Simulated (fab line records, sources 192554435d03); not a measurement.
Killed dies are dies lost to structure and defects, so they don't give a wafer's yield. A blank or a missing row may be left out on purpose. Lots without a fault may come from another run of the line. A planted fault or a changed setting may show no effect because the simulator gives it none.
A struck lot beside a sound one | flow n5_finfet | 16 steps out of a route of 1938
Sound: wafers L348.2, L348.5, L348.6. Struck: wafers L346.3, L346.4, L346.6. The cause comes at the end.
At each step with rows: each side's tool, then ch and its chambers, then its first start. Under that, the readings that differ: sound wafers | struck wafers | difference of the means | sigmas: that difference in standard deviations of wafers without a fault.
alike: readings whose means differ by less than 2 such deviations, and words and numbers that are the same on both sides. not compared: withheld readings, readings that some wafer has no value for, bounds like >300 that may hide the same value, and numbers for which the record gives no deviation and whose values overlap.
The two part at a step that has a row with sigmas, a row that says differs or no value, or rows on one side only. Numbers that don't overlap but have no deviation are shown without sigmas and don't part them. A reading that every wafer of one side lacks parts them only if that side has two wafers or more.

first, 11 steps without rows for these wafers: N5_BEOL_M0_SAQP_DESCUM_19 (chemistry O2, time 7.9 s); N5_BEOL_M0_SAQP_ETCH_83 (etches SiARC in CF4, target depth 39 nm, time 65 s); N5_BEOL_M0_SAQP_ETCH_84 (etches SOC in N2/H2, target depth 100 nm, overetch 20 nm, time 150 s); N5_BEOL_M0_SAQP_STRIP_80 (strips in N2/H2); N5_BEOL_M0_SAQP_HM_OPEN_112 (chemistry CHF3/O2, target SiO2, stops on a-Si, target depth 12 nm, time 13.5 s); N5_BEOL_M0_SAQP_STRIP_113 (strips in CHF3/O2); N5_BEOL_M0_SAQP_MANDREL_ETCH_20 (etches a-Si in HBr/Cl2, stops on SiNx, target depth 60 nm, bt time 10 s, time 30 s); N5_BEOL_M0_SAQP_STRIP_86 (strips in N2/H2); N5_BEOL_M0_SAQP_STRIP_115 (strips in post etch residue remover, time 60 s); N5_BEOL_M0_SAQP_SRD_93 (time 30 s); N5_BEOL_M0_SAQP_RECESS_114 (chemistry HF/NH3, target SiO2, target depth 14.4 nm, afs cycles 3, sublimation time 60 s).
N5_BEOL_M0_SAQP_SPACER1_ALD_98: deposits SiO2, target thk 12.8 nm, pulse time 1 s, purge time 2 s.
  sound on ald_sin-02 ch 0,3, day 9 08:02; struck on ald_sin-03 ch 0,2, day 8 17:33
  reading                                               | sound                | struck               | difference | sigmas
  susceptor_temp_C (C)                                  | 300.08 300.59 299.86 | 326.33 326.70 326.56 | +26.35     | +99 or more
  model.SiO2_of_BEOL_M0_SAQP_SPACER1_ALD_98.thk_nm (nm) | 12.8 12.8 12.8       | 12.2 12.2 12.2       | -0.6       |
  alike: chamber_pressure_Torr, heater_power_w, precursor_pulse_height_rel
  not compared: since_wet_clean_h
then, 1 step without rows for these wafers: N5_BEOL_M0_SAQP_SPACER1_ETCHBACK_99 (etches SiO2 in CHF3/O2, target depth 15.4 nm, time 7.7 s).
N5_BEOL_M0_SAQP_MANDREL1_REMOVE_100: chemistry HBr/Cl2/O2, target a-Si, stops on SiNx, bt time 10 s.
  sound on rie_si-06 ch 0,1, day 9 08:59; struck on rie_si-03 ch 2,3, day 8 18:08
  reading                                               | sound          | struck         | difference | sigmas
  model.BEOL_M0_SAQP.cd_nm (nm)                         | 12.6 12.6 12.8 | 12.2 12.2 12.2 | -0.5       |
  model.SiO2_of_BEOL_M0_SAQP_SPACER1_ALD_98.thk_nm (nm) | 7.4 7.4 7.4    | 6.8 6.8 6.8    | -0.6       |
  alike: drypump_motor_current_A, oes_product_au, throttle_valve_pct
  not compared: rf_hours_counter_h
-- the record jumps here: 2 days lie between the struck wafers' starts before and after (it left off in module BEOL_M0_SAQP and takes up again in module BEOL_M4, whose first step shown is number 1111 of the route) --
N5_BEOL_M4_RC_MEAS_101:
  sound on prober-02 ch 0, day 11 08:40; struck on prober-02 ch 0, day 11 02:26
  alike: DIBL_N, DIBL_P, IOFF_N, IOFF_P, ION_N, ION_P, SS_N, SS_P, VT_N, VT_P
-- the record jumps here: 4 days lie between the struck wafers' starts before and after (it left off in module BEOL_M4 and takes up again in module PASSIVATION, whose first step shown is number 1936 of the route) --
N5_PASSIVATION_PROBE_49:
  sound on prober-01, day 15 17:07; struck on prober-02, day 15 06:01
  reading         | sound | struck | difference | sigmas
  killed_at_other | 5 1 0 | 7 20 5 | +9         | +3
  alike: defect_limited_yield, killed_at_M0_to_M3, killed_at_M4_up, killed_at_contacts, killed_at_front_end, killed_dies, killed_on_rim, killed_open, killed_short, sort_bin_5_function, sort_bin_6_memory, sort_n_pass, sort_yield_pct

WHERE THEY PART
First at N5_BEOL_M0_SAQP_SPACER1_ALD_98; last, within this record, at N5_PASSIVATION_PROBE_49.

WHY: what the simulator had put in
Process parameter drift: ald_sin-03, from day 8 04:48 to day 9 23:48, at N5_BEOL_M0_SAQP_SPACER1_ALD_98. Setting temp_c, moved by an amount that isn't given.
